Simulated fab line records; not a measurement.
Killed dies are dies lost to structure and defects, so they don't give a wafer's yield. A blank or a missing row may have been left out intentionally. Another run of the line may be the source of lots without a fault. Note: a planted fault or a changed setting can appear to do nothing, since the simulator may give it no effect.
Which tool did it? / flow n5Finfet / 10 lots with 28 wafers sampled at 6 steps, on a route of 1938 steps

== WHAT EACH GAUGE READ, for each wafer ==
N5_BEOL_M3_OVL_MEAS_29. Usual: V2_OVL typically reads -0.1 nm, with standard deviation 0.64.
lot=L986; measured=day 7 02:27; on=overlay-02; V2_OVL (nm)=-0.4 -0.7 -0.8; flag=
lot=L987; measured=day 7 10:26; on=overlay-02; V2_OVL (nm)=0.0 -0.1 0.7; flag=
lot=L988; measured=day 7 19:50; on=overlay-01; V2_OVL (nm)=-0.5 1.0 -0.5; flag=
lot=L989; measured=day 8 03:54; on=overlay-02; V2_OVL (nm)=0.6 0.0 -0.2; flag=
lot=L990; measured=day 8 08:22; on=overlay-02; V2_OVL (nm)=-0.3 -0.6; flag=
lot=L993; measured=day 9 03:07; on=overlay-02; V2_OVL (nm)=-1.4 0.3; flag=
lot=L998; measured=day 10 09:31; on=overlay-02; V2_OVL (nm)=-0.8 -0.7 -1.1; flag=
lot=L102; measured=day 11 07:09; on=overlay-02; V2_OVL (nm)=0.1 0.4 -0.1; flag=
lot=L105; measured=day 11 15:47; on=overlay-02; V2_OVL (nm)=-0.2 0.2 -0.9; flag=
lot=L108; measured=day 12 20:20; on=overlay-02; V2_OVL (nm)=-0.2 -0.1 -0.4; flag=

N5_BEOL_M3_OCD_MEAS_38. Usual: trenchDepthNm 55.5 nm, standard deviation 1.
lot=L986; measured=day 7 04:28; on=ocd-02; trenchDepthNm (nm)=54.6 55.3 54.8; flag=
lot=L987; measured=day 7 17:26; on=ocd-01; trenchDepthNm (nm)=55.7 54.4 55.6; flag=
lot=L988; measured=day 8 01:43; on=ocd-01; trenchDepthNm (nm)=55.0 55.2 57.2; flag=
lot=L989; measured=day 8 07:45; on=ocd-02; trenchDepthNm (nm)=34.3 55.9 55.7; flag=OFF
lot=L990; measured=day 8 14:16; on=ocd-02; trenchDepthNm (nm)=35.3 56.7; flag=OFF
lot=L993; measured=day 9 13:47; on=ocd-01; trenchDepthNm (nm)=34.7 55.3; flag=OFF
lot=L998; measured=day 10 14:45; on=ocd-01; trenchDepthNm (nm)=52.7 55.9 56.1; flag=
lot=L102; measured=day 11 10:40; on=ocd-02; trenchDepthNm (nm)=56.4 55.1 54.4; flag=
lot=L105; measured=day 11 21:53; on=ocd-01; trenchDepthNm (nm)=55.8 55.8 55.4; flag=
lot=L108; measured=day 13 07:49; on=ocd-01; trenchDepthNm (nm)=53.4 56.1 55.3; flag=

N5_BEOL_M4_RC_MEAS_101. Usual: DIBL_N 36.0 mV/V, standard deviation 2; DIBL_P 36.2 mV/V, standard deviation 2.2; IOFF_N 0.16 nA/um, standard deviation 0.034; IOFF_P 0.21 nA/um, standard deviation 0.04; ION_N 675 uA/um, standard deviation 12; ION_P 463 uA/um, standard deviation 7.2; SS_N 71.6 mV/dec, standard deviation 0.6; SS_P 73.3 mV/dec, standard deviation 0.67; VT_N 250 mV, standard deviation 3; VT_P -251 mV, standard deviation 3.4.
lot=L986; measured=day 8 01:43; on=prober-02; DIBL_N (mV/V)=37.7 35.6 35.6; DIBL_P (mV/V)=36.6 34.6 34.4; IOFF_N (nA/um)=0.17 0.12 0.14; IOFF_P (nA/um)=0.21 0.18 0.18; ION_N (uA/um)=670 662 650; ION_P (uA/um)=452 457 451; SS_N (mV/dec)=72.3 72.2 71.8; SS_P (mV/dec)=74.3 73.1 73.6; VT_N (mV)=251 253 250; VT_P (mV)=-252 -255 -256; flag=
lot=L987; measured=day 8 10:36; on=prober-01; DIBL_N (mV/V)=38.6 37.0 36.2; DIBL_P (mV/V)=39.1 37.7 36.8; IOFF_N (nA/um)=0.22 0.19 0.18; IOFF_P (nA/um)=0.26 0.24 0.22; ION_N (uA/um)=692 684 683; ION_P (uA/um)=468 467 464; SS_N (mV/dec)=71.6 71.2 71.8; SS_P (mV/dec)=73.7 73.8 73.9; VT_N (mV)=248 246 245; VT_P (mV)=-250 -248 -250; flag=
lot=L988; measured=day 8 20:47; on=prober-02; DIBL_N (mV/V)=33.9 35.8 33.0; DIBL_P (mV/V)=35.7 37.6 34.6; IOFF_N (nA/um)=0.13 0.15 0.11; IOFF_P (nA/um)=0.18 0.19 0.16; ION_N (uA/um)=667 680 648; ION_P (uA/um)=460 460 445; SS_N (mV/dec)=71.1 71.4 71.1; SS_P (mV/dec)=73.1 73.6 72.9; VT_N (mV)=251 248 255; VT_P (mV)=-252 -253 -255; flag=
lot=L989; measured=day 9 01:07; on=prober-02; DIBL_N (mV/V)=36.7 34.7 35.8; DIBL_P (mV/V)=38.3 36.3 37.5; IOFF_N (nA/um)=0.18 0.15 0.16; IOFF_P (nA/um)=0.23 0.20 0.21; ION_N (uA/um)=680 669 669; ION_P (uA/um)=465 461 460; SS_N (mV/dec)=71.9 71.4 71.4; SS_P (mV/dec)=72.7 72.7 72.5; VT_N (mV)=249 251 248; VT_P (mV)=-249 -252 -252; flag=
lot=L990; measured=day 9 06:40; on=prober-02; DIBL_N (mV/V)=36.7 34.6; DIBL_P (mV/V)=36.1 35.2; IOFF_N (nA/um)=0.16 0.13; IOFF_P (nA/um)=0.18 0.17; ION_N (uA/um)=673 665; ION_P (uA/um)=455 461; SS_N (mV/dec)=71.7 70.6; SS_P (mV/dec)=72.3 72.1; VT_N (mV)=251 250; VT_P (mV)=-254 -252; flag=
lot=L993; measured=day 10 01:41; on=prober-01; DIBL_N (mV/V)=38.6 37.7; DIBL_P (mV/V)=39.9 38.0; IOFF_N (nA/um)=0.24 0.22; IOFF_P (nA/um)=0.29 0.26; ION_N (uA/um)=697 693; ION_P (uA/um)=474 470; SS_N (mV/dec)=72.4 72.3; SS_P (mV/dec)=74.3 73.6; VT_N (mV)=242 245; VT_P (mV)=-245 -248; flag=
lot=L998; measured=day 11 05:12; on=prober-01; DIBL_N (mV/V)=37.9 37.9 35.4; DIBL_P (mV/V)=39.9 39.9 36.6; IOFF_N (nA/um)=0.20 0.20 0.16; IOFF_P (nA/um)=0.28 0.29 0.24; ION_N (uA/um)=682 694 678; ION_P (uA/um)=468 481 470; SS_N (mV/dec)=72.1 72.4 71.5; SS_P (mV/dec)=74.6 73.7 73.3; VT_N (mV)=244 245 248; VT_P (mV)=-246 -246 -248; flag=
lot=L102; measured=day 12 05:36; on=prober-01; DIBL_N (mV/V)=37.9 37.9 36.9; DIBL_P (mV/V)=38.1 37.8 36.9; IOFF_N (nA/um)=0.19 0.19 0.17; IOFF_P (nA/um)=0.26 0.26 0.23; ION_N (uA/um)=691 697 681; ION_P (uA/um)=474 472 464; SS_N (mV/dec)=72.3 72.0 71.6; SS_P (mV/dec)=73.6 73.1 73.2; VT_N (mV)=248 245 248; VT_P (mV)=-245 -245 -249; flag=
lot=L105; measured=day 12 11:17; on=prober-02; DIBL_N (mV/V)=35.3 39.6 34.0; DIBL_P (mV/V)=36.7 39.8 33.5; IOFF_N (nA/um)=0.16 0.24 0.14; IOFF_P (nA/um)=0.24 0.31 0.20; ION_N (uA/um)=681 696 660; ION_P (uA/um)=470 475 460; SS_N (mV/dec)=71.8 73.1 71.3; SS_P (mV/dec)=73.5 74.0 72.9; VT_N (mV)=248 248 251; VT_P (mV)=-247 -246 -250; flag=
lot=L108; measured=day 13 23:46; on=prober-01; DIBL_N (mV/V)=39.8 35.9 35.3; DIBL_P (mV/V)=39.3 36.6 35.1; IOFF_N (nA/um)=0.24 0.17 0.15; IOFF_P (nA/um)=0.29 0.23 0.21; ION_N (uA/um)=696 690 669; ION_P (uA/um)=470 464 467; SS_N (mV/dec)=72.4 71.0 71.4; SS_P (mV/dec)=74.2 72.5 72.7; VT_N (mV)=243 247 251; VT_P (mV)=-246 -247 -252; flag=

== WHAT TOOL EACH LOT RAN ON (gives the tool, then ch and the chambers of the sampled wafers, and finally the start) ==
lot=L986; N5_BEOL_M3_ETCHBACK_99=rieDiel-06 ch 0,1,3, day 7 04:05; N5_BEOL_M3_TRENCH_ETCH_37=rieDiel-06 ch 0,1,3, day 7 04:19; N5_BEOL_M3_DEGAS_44=pvdSputter-02, day 7 05:01
lot=L987; N5_BEOL_M3_ETCHBACK_99=rieDiel-06 ch 0,2,3, day 7 17:03; N5_BEOL_M3_TRENCH_ETCH_37=rieDiel-06 ch 0,2,3, day 7 17:17; N5_BEOL_M3_DEGAS_44=pvdSputter-01, day 7 18:17
lot=L988; N5_BEOL_M3_ETCHBACK_99=rieDiel-05 ch 1,3, day 8 01:19; N5_BEOL_M3_TRENCH_ETCH_37=rieDiel-05 ch 1,3, day 8 01:34; N5_BEOL_M3_DEGAS_44=pvdSputter-03, day 8 02:14
lot=L989; N5_BEOL_M3_ETCHBACK_99=rieDiel-06 ch 0,3, day 8 07:22; N5_BEOL_M3_TRENCH_ETCH_37=rieDiel-06 ch 0,3, day 8 07:36; N5_BEOL_M3_DEGAS_44=pvdSputter-03, day 8 08:40
lot=L990; N5_BEOL_M3_ETCHBACK_99=rieDiel-06 ch 1,2, day 8 13:53; N5_BEOL_M3_TRENCH_ETCH_37=rieDiel-06 ch 1,2, day 8 14:07; N5_BEOL_M3_DEGAS_44=pvdSputter-01, day 8 14:37
lot=L993; N5_BEOL_M3_ETCHBACK_99=rieDiel-06 ch 0,3, day 9 13:24; N5_BEOL_M3_TRENCH_ETCH_37=rieDiel-06 ch 0,3, day 9 13:38; N5_BEOL_M3_DEGAS_44=pvdSputter-01, day 9 14:27
lot=L998; N5_BEOL_M3_ETCHBACK_99=rieDiel-03 ch 1,2,3, day 10 14:22; N5_BEOL_M3_TRENCH_ETCH_37=rieDiel-03 ch 1,2,3, day 10 14:35; N5_BEOL_M3_DEGAS_44=pvdSputter-02, day 10 15:19
lot=L102; N5_BEOL_M3_ETCHBACK_99=rieDiel-05 ch 0,2,3, day 11 10:16; N5_BEOL_M3_TRENCH_ETCH_37=rieDiel-05 ch 0,2,3, day 11 10:30; N5_BEOL_M3_DEGAS_44=pvdSputter-01, day 11 11:05
lot=L105; N5_BEOL_M3_ETCHBACK_99=rieDiel-05 ch 0,1, day 11 21:29; N5_BEOL_M3_TRENCH_ETCH_37=rieDiel-05 ch 0,1, day 11 21:44; N5_BEOL_M3_DEGAS_44=pvdSputter-03, day 11 22:18
lot=L108; N5_BEOL_M3_ETCHBACK_99=rieDiel-03 ch 1,2,3, day 13 07:26; N5_BEOL_M3_TRENCH_ETCH_37=rieDiel-03 ch 1,2,3, day 13 07:40; N5_BEOL_M3_DEGAS_44=pvdSputter-02, day 13 08:11
- N5_BEOL_M3_ETCHBACK_99: etches SiO2 in CHF3, target depth 5 nm, time 10.4 s.
- N5_BEOL_M3_TRENCH_ETCH_37: etches SiOC in C4F6/O2, target depth 55.555 nm, time 29.2 s.
- N5_BEOL_M3_DEGAS_44: time 60 s.

== WHAT THE TOOLS THEMSELVES READ (means of the sampled wafers that have a number; where no wafer has one, the mark that the record gives instead) ==
N5_BEOL_M3_ETCHBACK_99. Usual: drypumpMotorCurrentA 5.77 A, standard deviation 0.26; oesProductAu 0.79 a.u., standard deviation 0.077; rfVppV 241 V, standard deviation 3.4; showerheadPlenumPTorr 2.17 Torr, standard deviation 0.071; throttleValvePct 17.03 %, standard deviation 0.27.
lot=L986; tool=rieDiel-06; drypumpMotorCurrentA (A)=5.76; oesProductAu (a.u.)=0.78; rfVppV (V)=237; showerheadPlenumPTorr (Torr)=2.16; throttleValvePct (%)=16.98; flag=
lot=L987; tool=rieDiel-06; drypumpMotorCurrentA (A)=5.94; oesProductAu (a.u.)=0.78; rfVppV (V)=239; showerheadPlenumPTorr (Torr)=2.13; throttleValvePct (%)=17.04; flag=
lot=L988; tool=rieDiel-05; drypumpMotorCurrentA (A)=5.81; oesProductAu (a.u.)=0.77; rfVppV (V)=242; showerheadPlenumPTorr (Torr)=2.22; throttleValvePct (%)=17.27; flag=
lot=L989; tool=rieDiel-06; drypumpMotorCurrentA (A)=5.93; oesProductAu (a.u.)=0.82; rfVppV (V)=237; showerheadPlenumPTorr (Torr)=2.11; throttleValvePct (%)=16.87; flag=
lot=L990; tool=rieDiel-06; drypumpMotorCurrentA (A)=5.62; oesProductAu (a.u.)=0.76; rfVppV (V)=242; showerheadPlenumPTorr (Torr)=2.18; throttleValvePct (%)=17.12; flag=
lot=L993; tool=rieDiel-06; drypumpMotorCurrentA (A)=5.99; oesProductAu (a.u.)=0.78; rfVppV (V)=236; showerheadPlenumPTorr (Torr)=2.12; throttleValvePct (%)=16.98; flag=
lot=L998; tool=rieDiel-03; drypumpMotorCurrentA (A)=5.82; oesProductAu (a.u.)=0.78; rfVppV (V)=242; showerheadPlenumPTorr (Torr)=2.20; throttleValvePct (%)=16.93; flag=
lot=L102; tool=rieDiel-05; drypumpMotorCurrentA (A)=5.76; oesProductAu (a.u.)=0.81; rfVppV (V)=242; showerheadPlenumPTorr (Torr)=2.14; throttleValvePct (%)=17.00; flag=
lot=L105; tool=rieDiel-05; drypumpMotorCurrentA (A)=5.72; oesProductAu (a.u.)=0.82; rfVppV (V)=245; showerheadPlenumPTorr (Torr)=2.21; throttleValvePct (%)=16.91; flag=
lot=L108; tool=rieDiel-03; drypumpMotorCurrentA (A)=5.84; oesProductAu (a.u.)=0.76; rfVppV (V)=243; showerheadPlenumPTorr (Torr)=2.19; throttleValvePct (%)=16.97; flag=

N5_BEOL_M3_TRENCH_ETCH_37. Usual: drypumpMotorCurrentA 5.77 A, standard deviation 0.27; oesProductAu 0.79 a.u., standard deviation 0.077; rfVppV 667 V, standard deviation 9.4; runLengthS 52.5 s, standard deviation 0.42; showerheadPlenumPTorr 2.87 Torr, standard deviation 0.091; throttleValvePct 20.82 %, standard deviation 0.26.
lot=L986; tool=rieDiel-06; drypumpMotorCurrentA (A)=5.79; oesProductAu (a.u.)=0.79; rfVppV (V)=659; runLengthS (s)=52.5; showerheadPlenumPTorr (Torr)=2.85; throttleValvePct (%)=20.77; flag=
lot=L987; tool=rieDiel-06; drypumpMotorCurrentA (A)=5.94; oesProductAu (a.u.)=0.78; rfVppV (V)=663; runLengthS (s)=52.5; showerheadPlenumPTorr (Torr)=2.81; throttleValvePct (%)=20.82; flag=
lot=L988; tool=rieDiel-05; drypumpMotorCurrentA (A)=5.82; oesProductAu (a.u.)=0.77; rfVppV (V)=669; runLengthS (s)=52.3; showerheadPlenumPTorr (Torr)=2.93; throttleValvePct (%)=21.08; flag=
lot=L989; tool=rieDiel-06; drypumpMotorCurrentA (A)=5.94; oesProductAu (a.u.)=0.81; rfVppV (V)=656; runLengthS (s)=48.7; showerheadPlenumPTorr (Torr)=2.79; throttleValvePct (%)=20.64; flag=OFF
lot=L990; tool=rieDiel-06; drypumpMotorCurrentA (A)=5.63; oesProductAu (a.u.)=0.76; rfVppV (V)=672; runLengthS (s)=47.1; showerheadPlenumPTorr (Torr)=2.88; throttleValvePct (%)=20.89; flag=OFF
lot=L993; tool=rieDiel-06; drypumpMotorCurrentA (A)=5.97; oesProductAu (a.u.)=0.77; rfVppV (V)=654; runLengthS (s)=46.9; showerheadPlenumPTorr (Torr)=2.80; throttleValvePct (%)=20.77; flag=OFF
lot=L998; tool=rieDiel-03; drypumpMotorCurrentA (A)=5.84; oesProductAu (a.u.)=0.78; rfVppV (V)=669; runLengthS (s)=52.3; showerheadPlenumPTorr (Torr)=2.91; throttleValvePct (%)=20.71; flag=
lot=L102; tool=rieDiel-05; drypumpMotorCurrentA (A)=5.76; oesProductAu (a.u.)=0.81; rfVppV (V)=666; runLengthS (s)=52.4; showerheadPlenumPTorr (Torr)=2.83; throttleValvePct (%)=20.80; flag=
lot=L105; tool=rieDiel-05; drypumpMotorCurrentA (A)=5.73; oesProductAu (a.u.)=0.82; rfVppV (V)=678; runLengthS (s)=52.7; showerheadPlenumPTorr (Torr)=2.91; throttleValvePct (%)=20.70; flag=
lot=L108; tool=rieDiel-03; drypumpMotorCurrentA (A)=5.84; oesProductAu (a.u.)=0.76; rfVppV (V)=669; runLengthS (s)=52.5; showerheadPlenumPTorr (Torr)=2.90; throttleValvePct (%)=20.75; flag=

N5_BEOL_M3_DEGAS_44. Usual: heaterPowerW 329 W, standard deviation 31.
lot=L986; tool=pvdSputter-02; heaterPowerW (W)=320; flag=
lot=L987; tool=pvdSputter-01; heaterPowerW (W)=330; flag=
lot=L988; tool=pvdSputter-03; heaterPowerW (W)=377; flag=
lot=L989; tool=pvdSputter-03; heaterPowerW (W)=359; flag=
lot=L990; tool=pvdSputter-01; heaterPowerW (W)=320; flag=
lot=L993; tool=pvdSputter-01; heaterPowerW (W)=342; flag=
lot=L998; tool=pvdSputter-02; heaterPowerW (W)=331; flag=
lot=L102; tool=pvdSputter-01; heaterPowerW (W)=335; flag=
lot=L105; tool=pvdSputter-03; heaterPowerW (W)=352; flag=
lot=L108; tool=pvdSputter-02; heaterPowerW (W)=318; flag=

== THE ANSWER, worked out from the rows above alone ==
Rule: lot off if the mean of its wafers having a number is beyond 3 standard deviations from the usual mean. A lot without any number at a reading at which 4 lots or more have one is off too. Where the step has rows for the other lots, those lots are counted as sound. Order of review: gauges by route order, followed by the tools' own readings, for which a lot's mean as printed above is used. At the first step where some lot is off, the reading lying furthest off is the one used; lots without a number count as furthest.
Off, at N5_BEOL_M3_OCD_MEAS_38 on trenchDepthNm: L989, L990, L993.
A tool fits if, at a process step before that reading, it ran every lot that is off, and no sound lot after the first of them. Not tried: the gauges at N5_BEOL_M3_OCD_MEAS_38; whatever is off there is also off at N5_BEOL_M3_TRENCH_ETCH_37, on other tools, and gauge error can't account for it. One fits: rieDiel-06 at N5_BEOL_M3_ETCHBACK_99 and N5_BEOL_M3_TRENCH_ETCH_37. At N5_BEOL_M3_ETCHBACK_99 its last sound lot is L987 (day 7 17:03), its first lot that is off L989 (day 8 07:22): a fault that began between those two fits.

== WHAT WAS PUT IN BY THE SIMULATOR ==
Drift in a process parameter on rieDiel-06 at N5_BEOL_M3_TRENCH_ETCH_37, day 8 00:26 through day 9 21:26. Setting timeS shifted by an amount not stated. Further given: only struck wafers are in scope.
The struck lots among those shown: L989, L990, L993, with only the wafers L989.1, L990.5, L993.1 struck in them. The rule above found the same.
